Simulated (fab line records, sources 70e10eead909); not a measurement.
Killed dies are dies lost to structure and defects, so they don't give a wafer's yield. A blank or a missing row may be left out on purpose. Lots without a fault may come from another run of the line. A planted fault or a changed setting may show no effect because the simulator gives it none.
Chamber matching | flow nand_harc | NHARC_A_STAIRCASE_TRIM_187 on rie_diel-03: 4 sister chambers
The step chemistry O2, time 211.2 s. 4 wafers are shown with their chamber, then 12 later ones without.

WAFERS WITH THEIR CHAMBER
wafer  | chamber | showerhead_plenum_p_Torr (Torr)
L087.1 | 2       | 3.58
L088.3 | 0       | 3.38
L088.4 | 3       | 3.40
L088.6 | 1       | 3.58

WAFERS WITHOUT THEIR CHAMBER
wafer  | showerhead_plenum_p_Torr (Torr)
L090.3 | 3.40
L090.4 | 3.58
L090.5 | 3.58
L091.1 | 3.38
L091.2 | 3.58
L091.6 | 3.38
L094.1 | 3.57
L094.4 | 3.57
L094.6 | 3.57
L097.1 | 3.38
L097.4 | 3.57
L097.6 | 3.57

WHICH CHAMBER EACH WENT THROUGH
wafer  | from the rows above     | in truth
L090.3 | 3                       | 3
L090.4 | can't be placed: 1 or 2 | 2
L090.5 | can't be placed: 1 or 2 | 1
L091.1 | 0                       | 0
L091.2 | can't be placed: 1 or 2 | 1
L091.6 | 0                       | 0
L094.1 | can't be placed: 1 or 2 | 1
L094.4 | can't be placed: 1 or 2 | 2
L094.6 | can't be placed: 1 or 2 | 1
L097.1 | 0                       | 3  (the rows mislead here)
L097.4 | can't be placed: 1 or 2 | 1
L097.6 | can't be placed: 1 or 2 | 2
Placed correctly: 3 of 12. Can't be placed from these rows: 8 (the true chamber is among the candidates in 8). Placed wrongly: 1.
How it was worked out, from the rows above alone: a wafer's distance from a chamber is the root of the sum, over the readings, of the square of ((its reading less the chamber's mean) divided by the reading's scatter). The wafer belongs to the nearest chamber; if the next one is less than 2 further off, it can't be placed. A chamber's mean is the mean of its shown wafers. The scatter: with one shown wafer a chamber, the root of the mean of the squares of how far each hidden wafer lies from its nearest shown one.
